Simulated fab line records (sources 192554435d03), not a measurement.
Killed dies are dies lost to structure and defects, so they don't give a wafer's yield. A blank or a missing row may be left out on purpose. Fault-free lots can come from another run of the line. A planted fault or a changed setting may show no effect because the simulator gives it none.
fab line records	flow n5_finfet
record lots=11	wafers=30	last_day=17
route steps=1938 shown BEOL_M11@1553 PASSIVATION@1936
lots untouched by any fault: they come from a run of this same line in which no faults occurred
start_h: start of the lot's first displayed wafer, in hours after the record's first day	wait_h: hours from the lot's prior step to this one	" as in the row above	L1.1+2: a row that stands for several wafers	- no value present, or no start provided	* or withheld: withheld	< > ~ a bound
route shown NAME@n: names a module that has steps shown in the file, with the first one's number in the route	usual: mean/standard deviation of fault-free wafers	same: alike in all rows	chamber/n: place in a boat	sites: per-site readings	_std_site: the standard deviation of these	_edge_site: inner sites' mean taken away from outer sites' mean	radius_mm: how far each site lies from the wafer's centre	mask NAME#n: copy n	behind: the most recent tool/chamber to have shaped the wafer	hold: reason for holding the lot/hours on hold/outcome of the hold	device: the transistor (n, p or np) that didn't switch	end of line: the route-end tests of the same wafers	step lacking rows: just its recipe	killed: count of dies lost to structure and defects at first sort (not the wafer's yield)	map: per-die view of a wafer (x killed, . not killed, _ where there is no die)
set.NAME: the run value of the setting; set.NAME@STEP: its run value at that earlier step	model.NAME: the simulator's own value behind a step, which no gauge read
steps of the route over a sample of lots; a table a step, a row a wafer
services: a tool's chamber out of use, with start hour (start_h, from the record's first day; less than 0 if before it), hours out, and reason
## steps
# step N5_BEOL_M11_ETCH_61
# recipe chemistry=CF4	target=SiARC	target_depth_a=390	mask_material=CAR-ArF	time_s=65	ion_energy_ev=80	pressure_mtorr=40	source_w=545	bias_w=36	Ar_flow_sccm=100	cf4_flow_sccm=100	ends=cleared
# usual drypump_motor_current_A=5.9/0.47	etch_rf_on_time_s=66.2/2.2	oes_product_au=0.69/0.068	rf_vpp_V=184.0/1	showerhead_plenum_p_Torr=2.13/0.061	throttle_valve_pct=15.6/0.33
lot.wafer	tool	chamber	start_h	wait_h	drypump_motor_current_A	etch_rf_on_time_s	oes_product_au	rf_hours_counter_h	rf_vpp_V	showerhead_plenum_p_Torr	throttle_valve_pct
L146.1	rie_diel-02	3	235.59	0.0	5.3	64.5	0.71	69	184.7	2.09	15.4
L146.2	"	2	"	"	6.1	65.1	0.80	12	183.8	2.11	15.5
L146.5	"	3	"	"	5.3	64.2	0.71	-	185.1	2.09	15.4
L145.2	rie_diel-03	2	236.57	0.0	6.6	67.0	0.76	28	184.9	2.18	15.4
L145.4	"	3	"	"	5.7	69.1	0.56	233	185.3	2.20	15.9
L145.5	"	1	"	"	5.7	65.1	0.63	-	183.9	2.06	16.0
L148.2	rie_diel-06	0	252.14	0.0	6.1	62.5	0.70	100	184.0	2.17	15.8
L148.3	"	1	"	"	5.5	62.0	0.79	30	183.7	2.10	15.4
L148.4	"	2	"	"	5.4	70.6	0.62	183	183.2	2.14	16.0
L153.1	rie_diel-02	3	274.20	0.0	5.2	64.3	0.69	81	184.2	2.09	15.5
L153.3	"	1	"	"	6.7	68.4	0.64	119	184.7	2.15	15.5
L158.1	rie_diel-02	3	317.55	0.0	5.3	65.6	0.67	96	184.8	2.08	15.5
L158.2	"	2	"	"	6.1	66.5	0.74	39	183.2	2.10	15.6
L158.4	"	1	"	"	6.6	68.3	0.64	-	183.8	2.15	15.5
L161.1	rie_diel-03	1	332.30	0.0	5.7	65.2	0.61	221	183.2	2.05	16.1
L161.3	"	0	"	"	6.2	65.4	0.75	47	183.6	2.07	15.1
L161.5	"	0	"	"	6.2	64.6	0.75	-	184.0	2.07	15.0
L163.2	rie_diel-02	3	343.19	0.0	5.2	63.7	0.68	103	184.1	2.08	15.5
L163.6	"	0	"	"	6.3	65.1	0.80	-	184.2	2.21	15.1
L164.2	rie_diel-02	1	355.49	0.0	6.6	68.0	0.64	145	184.3	2.14	15.5
L164.3	"	0	"	"	6.2	65.5	0.78	10	185.6	2.21	15.2
L166.1	rie_diel-03	0	365.74	0.0	6.2	65.8	0.73	59	183.7	2.06	15.1
L166.2	"	2	"	"	6.6	67.6	0.70	69	184.0	2.17	15.5
L166.5	"	0	"	"	6.2	65.2	0.74	-	183.8	2.06	15.1
L168.3	rie_diel-03	0	368.96	0.0	6.2	64.8	0.74	60	183.4	2.06	15.1
L168.5	"	1	"	"	5.6	64.1	0.60	-	182.6	2.04	16.1
L168.6	"	0	"	"	6.2	64.3	0.74	-	184.0	2.06	15.1
L167.2	rie_diel-03	0	369.27	0.0	6.2	64.4	0.73	60	183.3	2.06	15.1
L167.4	"	1	"	"	5.6	64.2	0.60	235	182.7	2.04	16.1
L167.6	"	1	"	"	5.7	63.9	0.62	-	182.0	2.04	16.1
# step N5_BEOL_M11_TRENCH_ETCH_37
# recipe chemistry=C4F6/O2	target_depth_a=1488.3	target=SiCOH_lowk	time_s=48	ion_energy_ev=250	pressure_mtorr=30	source_w=345	bias_w=185	Ar_flow_sccm=300	C4F6_flow_sccm=10	O2_flow_sccm=10
# usual C4F6_flow_sccm=10.000/0.029	drypump_motor_current_A=5.9/0.46	oes_product_au=0.82/0.079	rf_vpp_V=676/19	showerhead_plenum_p_Torr=2.84/0.089	throttle_valve_pct=20.87/0.29
lot.wafer	tool	chamber	start_h	wait_h	C4F6_flow_sccm	drypump_motor_current_A	oes_product_au	rf_hours_counter_h	rf_vpp_V	showerhead_plenum_p_Torr	throttle_valve_pct
L146.1	rie_diel-06	3	-	-	9.984	5.4	0.86	53	684	3.01	20.73
L146.2	"	0	"	"	9.982	6.0	0.81	97	656	2.89	21.20
L146.5	"	2	"	"	10.007	5.4	0.73	-	695	2.82	21.19
L145.2	rie_diel-03	1	-	-	9.996	5.6	0.73	193	649	2.71	21.22
L145.4	"	2	"	"	9.998	6.6	0.90	29	691	2.90	20.71
L145.5	"	1	"	"	10.007	5.7	0.73	-	650	2.71	21.22
L148.2	rie_diel-03	0	-	-	10.009	6.2	0.92	24	686	2.77	20.32
L148.3	"	3	"	"	10.000	5.7	0.67	238	674	2.91	21.11
L148.4	"	1	"	"	10.011	5.7	0.73	197	647	2.71	21.21
L153.1	rie_diel-03	2	-	-	9.999	6.6	0.89	41	689	2.90	20.72
L153.3	"	1	"	"	10.020	5.7	0.73	205	649	2.71	21.22
L158.1	rie_diel-06	2	-	-	10.009	5.3	0.70	204	695	2.81	21.18
L158.2	"	1	"	"	10.036	5.5	0.88	47	673	2.78	20.77
L158.4	"	3	"	"	10.010	5.4	0.82	78	683	3.00	20.77
L161.1	rie_diel-02	0	-	-	9.995	6.2	0.95	2	659	2.93	20.44
L161.3	"	1	"	"	10.017	6.6	0.76	139	717	2.84	20.70
L161.5	"	1	"	"	9.996	6.7	0.76	-	715	2.84	20.70
L163.2	rie_diel-03	0	-	-	9.979	6.2	0.88	52	684	2.76	20.36
L163.6	"	3	"	"	9.975	5.7	0.92	-	675	2.90	20.79
L164.2	rie_diel-03	2	-	-	9.983	6.7	0.85	67	688	2.89	20.76
L164.3	"	0	"	"	9.972	6.2	0.87	56	688	2.75	20.38
L166.1	rie_diel-03	1	-	-	10.011	5.7	0.70	235	648	2.69	21.27
L166.2	"	0	"	"	9.982	6.2	0.86	60	685	2.75	20.38
L166.5	"	1	"	"	10.041	5.7	0.70	-	649	2.69	21.27
L168.3	rie_diel-02	3	-	-	10.008	5.2	0.77	113	643	2.75	20.81
L168.5	"	1	"	"	9.964	6.6	0.75	-	715	2.84	20.72
L168.6	"	0	"	"	9.998	6.3	0.89	-	658	2.92	20.45
L167.2	rie_diel-03	1	-	-	9.958	5.7	0.70	235	650	2.69	21.26
L167.4	"	0	"	"	10.025	6.2	0.86	60	686	2.75	20.39
L167.6	"	3	"	"	10.001	5.7	0.90	-	674	2.90	20.79
# step N5_BEOL_M11_ETCH_41
# recipe chemistry=CH3F/O2	target=SiCN	target_depth_a=426	taper_deg=2	time_s=86	ion_energy_ev=120	mask_material=TiN	pressure_mtorr=30	source_w=395	bias_w=75	Ar_flow_sccm=150	CH3F_flow_sccm=30	O2_flow_sccm=20
# usual drypump_motor_current_A=5.9/0.46	oes_product_au=0.82/0.079	rf_vpp_V=297.4/1.4	showerhead_plenum_p_Torr=2.00/0.065	throttle_valve_pct=16.26/0.28
lot.wafer	tool	chamber	start_h	wait_h	drypump_motor_current_A	oes_product_au	rf_hours_counter_h	rf_vpp_V	showerhead_plenum_p_Torr	throttle_valve_pct
L146.1	rie_diel-06	3	240.42	-	5.4	0.87	53	299.4	2.12	16.10
L146.2	"	0	"	"	6.1	0.82	97	297.8	2.03	16.52
L146.5	"	2	"	"	5.3	0.74	-	297.2	1.98	16.61
L145.2	rie_diel-03	1	240.43	-	5.7	0.73	193	295.5	1.90	16.59
L145.4	"	2	"	"	6.6	0.90	29	298.8	2.04	16.08
L145.5	"	1	"	"	5.7	0.74	-	296.3	1.90	16.60
L148.2	rie_diel-03	0	254.25	-	6.2	0.92	24	296.6	1.95	15.76
L148.3	"	3	"	"	5.7	0.66	238	297.7	2.05	16.57
L148.4	"	1	"	"	5.7	0.73	197	295.4	1.90	16.62
L153.1	rie_diel-03	2	275.47	-	6.6	1.15	41	298.5	2.04	16.12
L153.3	"	1	"	"	5.7	0.72	205	295.4	1.89	16.64
L158.1	rie_diel-06	2	320.93	-	5.3	0.71	204	297.5	1.97	16.64
L158.2	"	1	"	"	5.5	0.88	47	294.6	1.95	16.12
L158.4	"	3	"	"	5.4	0.82	78	299.1	2.11	16.14
L161.1	rie_diel-02	0	333.75	-	6.2	0.94	2	299.2	2.06	15.80
L161.3	"	1	"	"	6.6	0.76	139	298.2	2.00	16.15
L161.5	"	1	"	"	6.6	0.76	-	298.7	2.00	16.13
L163.2	rie_diel-03	0	346.22	-	6.2	0.88	52	295.1	1.94	15.82
L163.6	"	3	"	"	5.7	0.92	-	297.4	2.05	16.15
L164.2	rie_diel-03	2	357.15	-	6.6	0.84	67	299.0	2.03	16.16
L164.3	"	0	"	"	6.2	0.88	56	297.6	1.93	15.81
L166.1	rie_diel-03	1	368.33	-	5.7	0.71	235	296.2	1.88	16.70
L166.2	"	0	"	"	6.2	0.87	60	295.1	1.93	15.82
L166.5	"	1	"	"	5.6	0.70	-	294.4	1.88	16.69
L168.3	rie_diel-02	3	370.30	-	5.3	0.78	113	296.5	1.93	16.22
L168.5	"	1	"	"	6.6	0.75	-	298.1	1.99	16.18
L168.6	"	0	"	"	6.3	0.90	-	298.1	2.05	15.81
L167.2	rie_diel-03	1	370.54	-	5.7	0.70	236	294.8	1.88	16.69
L167.4	"	0	"	"	6.2	0.86	60	297.1	1.93	15.83
L167.6	"	3	"	"	5.7	0.89	-	298.0	2.04	16.15
# step N5_BEOL_M11_ALD_74
# recipe material=TaN	target_thk_a=20	temp_c=275	ald_precursor_family=PDMAT	ald_co_reactant=NH3	pressure_torr=3	carrier_flow_sccm=1500	pulse_time_s=2	purge_time_s=3	co_reactant_purge_time_s=2	co_reactant_pulse_time_s=3	ald_cycles=40	precursor_vessel_temp_c=75	precursor_vessel_pressure_torr=26.25	precursor_vessel_carrier_sccm=1000
# usual heater_power_w=449/52
# same ald_cycles=40
lot.wafer	tool	chamber	start_h	wait_h	heater_power_w
L146.1	ald_metal-04	2	241.24	0.0	499
L146.2	"	1	"	"	431
L146.5	"	3	"	"	407
L145.2	ald_metal-02	3	241.35	0.1	500
L145.4	"	2	"	"	378
L145.5	"	0	"	"	473
L148.2	ald_metal-04	2	255.47	0.1	505
L148.3	"	0	"	"	477
L148.4	"	1	"	"	442
L153.1	ald_metal-04	2	276.32	0.0	508
L153.3	"	1	"	"	430
L158.1	ald_metal-04	0	322.44	0.0	471
L158.2	"	2	"	"	508
L158.4	"	3	"	"	416
L161.1	ald_metal-04	2	334.73	0.1	507
L161.3	"	0	"	"	467
L161.5	"	0	"	"	455
L163.2	ald_metal-02	3	347.32	0.0	495
L163.6	"	1	"	"	437
L164.2	ald_metal-04	1	358.07	0.0	441
L164.3	"	0	"	"	473
L166.1	ald_metal-02	3	369.19	0.1	494
L166.2	"	2	"	"	378
L166.5	"	1	"	"	453
L168.3	ald_metal-04	1	371.17	0.0	431
L168.5	"	0	"	"	466
L168.6	"	3	"	"	416
L167.2	ald_metal-02	1	371.41	0.1	455
L167.4	"	0	"	"	479
L167.6	"	3	"	"	494
# step N5_PASSIVATION_PROBE_49
# usual defect_limited_yield=91.1/1.6	killed_at_M0_to_M3=35/11	killed_at_M4_up=13/5.4	killed_at_contacts=13/6.5	killed_at_front_end=40/14	killed_at_other=4/3.1	killed_dies=105/18	killed_open=69/14	killed_short=34/7.3	sort_bin_5_function=5.2/0.96	sort_bin_6_memory=3.4/0.77	sort_bin_8_speed=0.02/0.13	sort_n_pass=1075/19
# same gross_dies=1180	killed_at_back_side=0	sort_bin_4_leakage[%]=0
lot.wafer	tool	chamber	start_h	wait_h	defect_limited_yield[%]	killed_at_M0_to_M3	killed_at_M4_up	killed_at_contacts	killed_at_front_end	killed_at_other	killed_dies	killed_open	killed_short	sort_bin_5_function[%]	sort_bin_6_memory[%]	sort_bin_8_speed[%]	sort_n_pass
L153.1	prober-02	-	313.51	0.0	94.2	16	12	7	30	4	69	46	20	3.1	2.6	0	1111
L153.3	prober-02	-	313.61	0.1	90.0	40	3	17	46	12	118	73	45	6.0	3.6	0	1062
L161.1	prober-01	-	374.06	0.0	92.6	25	22	10	26	4	87	62	20	4.7	2.2	0	1093
L161.3	prober-01	-	374.16	0.1	92.8	26	15	9	28	7	85	56	25	4.0	3.1	0	1095
L161.5	prober-01	-	374.26	0.2	92.1	23	18	6	44	2	93	58	30	4.5	2.8	0	1087
# killed by level:class
L153.1 MOL_CONTACT_COAG:geometric_particle:open=7 FIN_SAQP:geometric_particle:short=5 FIN_SAQP:geometric_particle:open=5 STARTING-WAFER:geometric_particle:open=4 BEOL_M0:geometric_particle:open=4 BEOL_M1:geometric_particle:open=4 BEOL_M7:geometric_particle:open=4 GATE_CUT:geometric_particle:open=3
L153.3 MOL_CONTACT_COAG:geometric_particle:open=11 BEOL_M1:geometric_particle:open=10 GATE_CUT:geometric_particle:short=9 BEOL_M2:geometric_particle:open=8 FIN_SAQP:geometric_particle:open=6 STI_FIN_REVEAL:geometric_particle:open=6 GATE_CUT:geometric_particle:open=6 MOL_CONTACT_COAG:geometric_particle:short=6
L161.1 BEOL_M4:geometric_particle:open=15 MOL_CONTACT_COAG:geometric_particle:open=9 BEOL_M1:geometric_particle:open=6 FIN_SAQP:geometric_particle:open=4 STI_FIN_REVEAL:geometric_particle:open=4 BEOL_M0_SAQP:geometric_particle:short=4 BEOL_M3:geometric_particle:open=4 BEOL_M2:geometric_particle:open=4
L161.3 BEOL_M4:geometric_particle:open=9 MOL_CONTACT_COAG:geometric_particle:open=7 DUMMY_GATE:geometric_particle:open=6 BEOL_M0_SAQP:geometric_particle:open=6 BEOL_M2:geometric_particle:open=6 FIN_SAQP:geometric_particle:open=5 BEOL_M1:geometric_particle:open=5 PASS1_CAP:geometric_particle:open=4
L161.5 STI_FIN_REVEAL:geometric_particle:open=9 FIN_SAQP:geometric_particle:short=8 BEOL_M4:geometric_particle:short=7 MOL_CONTACT_COAG:geometric_particle:open=6 BEOL_M0_SAQP:geometric_particle:open=6 BEOL_M1:geometric_particle:open=6 DUMMY_GATE:geometric_particle:open=5 BEOL_M0_SAQP:geometric_particle:short=5
## services
tool	chamber	start_h	hours	kind
ald_metal-04	1	258.31	4.8	repair
ald_metal-04	-	259.49	0.8	repair
rie_diel-06	1	268.83	5.7	repair
rie_diel-03	0	288.35	3.7	repair
rie_diel-03	3	298.09	-	clean
rie_diel-03	3	298.09	-	consumable_replace:focus_ring
rie_diel-03	3	298.09	12.6	scheduled_down
rie_diel-03	3	298.09	12.6	vent_cycle
rie_diel-02	0	307.50	-	clean
rie_diel-02	0	307.50	-	consumable_replace:focus_ring
rie_diel-02	0	307.50	16.1	scheduled_down
rie_diel-02	0	307.50	16.1	vent_cycle
ald_metal-02	3	317.54	8.4	repair
rie_diel-06	-	351.47	2.8	pm
rie_diel-06	-	371.00	14.6	pm
## key
first_sign step=N5_BEOL_M11_ETCH_41	reading=oes_product_au	direction=up	sigmas=4.2	usual=0.82	struck=1.15
effect none on later readings
met_at N5_BEOL_M11_ETCH_41
struck_lots L153
struck_wafers L153.1
not_acting_at N5_BEOL_M11_ETCH_61,N5_BEOL_M11_TRENCH_ETCH_37,N5_BEOL_M11_ALD_74
onset_between 254.25 275.47
fault kind=process_parameter_drift	tool=rie_diel-03	chamber=-	onset_h=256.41	steps=N5_BEOL_M11_ETCH_41	channel=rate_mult	offset=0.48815	shape=step	end_h=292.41	scope=struck_wafers_only
